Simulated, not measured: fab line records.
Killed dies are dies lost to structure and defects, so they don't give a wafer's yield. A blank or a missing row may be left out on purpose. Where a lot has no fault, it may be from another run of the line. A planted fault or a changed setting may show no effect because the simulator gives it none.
Split-lot experiment ; flow n5_finfet ; 39 wafers read from 7 lots, route of 1938 steps

## ON THE SPLIT
At N5_MOL_CONTACT_COAG_VIA_ETCH_46 (etches SiO2 in C4F6/O2, target depth 46 nm, overetch 9.2 nm, time 40 s), the setting target_depth_a was moved away from the recipe's 460 angstrom on 15 of the 39 wafers read, by -54.8% to +23.7%. This setting was run at the recipe's value on the other wafers.

The reading comes from the split's own step.

## THE READING
SOC_of_MOL_CONTACT_COAG_COAT_75.thk_nm (the simulator's own value, which no gauge read), in nm, at N5_MOL_CONTACT_COAG_VIA_ETCH_46 (etches SiO2 in C4F6/O2, target depth 46 nm, overetch 9.2 nm, time 40 s). No usual value for it is given in the file. Here, 24 wafers ran the recipe; their average is 50.6 nm with a standard deviation of 0.16 nm.

wafer;tool, chamber at the split;target_depth_a as run, angstrom;against the recipe;SOC_of_MOL_CONTACT_COAG_COAT_75.thk_nm, nm;against lot-mates on the recipe
L076.1;rie_diel-04, 3;460;recipe;50.6;-
L076.2;rie_diel-04, 2;207.8;-54.8%;53.6;+2.9
L076.3;rie_diel-04, 1;207.8;-54.8%;53.6;+2.9
L076.4;rie_diel-04, 0;460;recipe;50.8;-
L076.5;rie_diel-04, 0;207.8;-54.8%;53.8;+3.1
L076.6;rie_diel-04, 3;460;recipe;50.8;-
L077.1;rie_diel-06, 0;460;recipe;51;-
L077.2;rie_diel-06, 2;568.9;+23.7%;49.4;-1.4
L077.3;rie_diel-06, 1;568.9;+23.7%;49.6;-1.2
L077.4;rie_diel-06, 3;460;recipe;50.6;-
L077.5;rie_diel-06, 3;568.9;+23.7%;49.4;-1.4
L077.6;rie_diel-06, 2;460;recipe;50.8;-
L082.1;rie_diel-06, 2;460;recipe;50.4;-
L082.2;rie_diel-06, 3;375.9;-18.3%;51.6;+1.1
L082.3;rie_diel-06, 1;375.9;-18.3%;52;+1.5
L082.4;rie_diel-06, 3;460;recipe;50.6;-
L082.5;rie_diel-06, 1;375.9;-18.3%;51.8;+1.3
L082.6;rie_diel-06, 2;460;recipe;50.6;-
L083.1;rie_diel-04, 2;460;recipe;50.8;-
L083.2;rie_diel-04, 0;460;recipe;50.8;-
L083.5;rie_diel-04, 3;460;recipe;50.8;-
L085.1;rie_diel-05, 2;460;recipe;50.6;-
L085.2;rie_diel-05, 0;561.9;+22.2%;49.2;-1.4
L085.3;rie_diel-05, 1;561.9;+22.2%;49.6;-1.0
L085.4;rie_diel-05, 3;460;recipe;50.4;-
L085.5;rie_diel-05, 2;561.9;+22.2%;49.6;-1.0
L085.6;rie_diel-05, 1;460;recipe;50.8;-
L087.1;rie_diel-05, 0;460;recipe;50.6;-
L087.2;rie_diel-05, 2;460;recipe;50.6;-
L087.3;rie_diel-05, 3;460;recipe;50.6;-
L087.4;rie_diel-05, 2;460;recipe;50.6;-
L087.5;rie_diel-05, 0;460;recipe;50.6;-
L087.6;rie_diel-05, 3;460;recipe;50.6;-
L088.1;rie_diel-06, 0;460;recipe;50.8;-
L088.2;rie_diel-06, 2;568.2;+23.5%;49.2;-1.3
L088.3;rie_diel-06, 3;568.2;+23.5%;49.2;-1.3
L088.4;rie_diel-06, 1;568.2;+23.5%;49.4;-1.1
L088.5;rie_diel-06, 3;460;recipe;50.4;-
L088.6;rie_diel-06, 2;460;recipe;50.4;-

FIT RESULTS
A straight line over all 39 wafers: SOC_of_MOL_CONTACT_COAG_COAT_75.thk_nm changes by -0.0552 nm for each +1% of target_depth_a; r = -0.99; the points scatter about the line by 0.16 nm.
The same after taking each lot's own level away (the mean of its wafers on the recipe; 39 wafers): -0.0547 nm for each +1%; r = -0.99; scatter 0.15 nm.
According to that fit, moving target_depth_a by its largest amount changes the reading by 3 nm.
From 50.53 to 50.80 nm: that is the span of the lots' own levels, equal to 1.7 times the standard deviation above.
Hence the lot-to-lot level has little effect on the slope; both slopes agree.
Check: +3.06 nm against its lot-mates is what the line predicts for one of the wafers moved furthest among these (-54.8%) when that wafer is left out of the fit. Against them it came out at +2.87 nm.

## THE OTHER SPLITS THESE WAFERS WENT THROUGH
These wafers also went through other splits before the reading. Each is held against what the fit with the lots' levels taken away leaves over:
other split on the same wafers;wafers away from the commonest value;r with SOC_of_MOL_CONTACT_COAG_COAT_75.thk_nm (lot level and that fit taken away)
N5_FIN_SAQP_HM_DEP_72 target_thk_a;18;+0.14
N5_HKMG_FIN_DEVELOP_48 develop_time_s;15;-0.09

## THE WHOLE CHAIN: every reading that the file lists as answering this split, in the file's order
step;what it does;reading;change (the file's fit);r (the file's)
N5_MOL_CONTACT_COAG_VIA_ETCH_46;etches SiO2 in C4F6/O2, target depth 46 nm, overetch 9.2 nm, time 40 s;etch.depth_nm (the simulator's own value, which no gauge read);not straight: 29.74 at the lowest setting, 45.3 at the recipe, 44.78 at the highest;not given
N5_MOL_CONTACT_COAG_VIA_ETCH_46;etches SiO2 in C4F6/O2, target depth 46 nm, overetch 9.2 nm, time 40 s;SOC_of_MOL_CONTACT_COAG_COAT_75.thk_nm (the simulator's own value, which no gauge read);-0.0547 nm for each +1% of the setting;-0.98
N5_MOL_CONTACT_COAG_ETCH_47;etches SiNx in CH3F/O2, stops on W, target depth 27 nm;etch_rf_on_time_s;not straight: withheld at the lowest setting, withheld at the recipe, withheld at the highest;not given

## THE FILE'S OWN FIT
SOC_of_MOL_CONTACT_COAG_COAT_75.thk_nm changes by -0.0547 nm for each +1% of target_depth_a, r = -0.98.
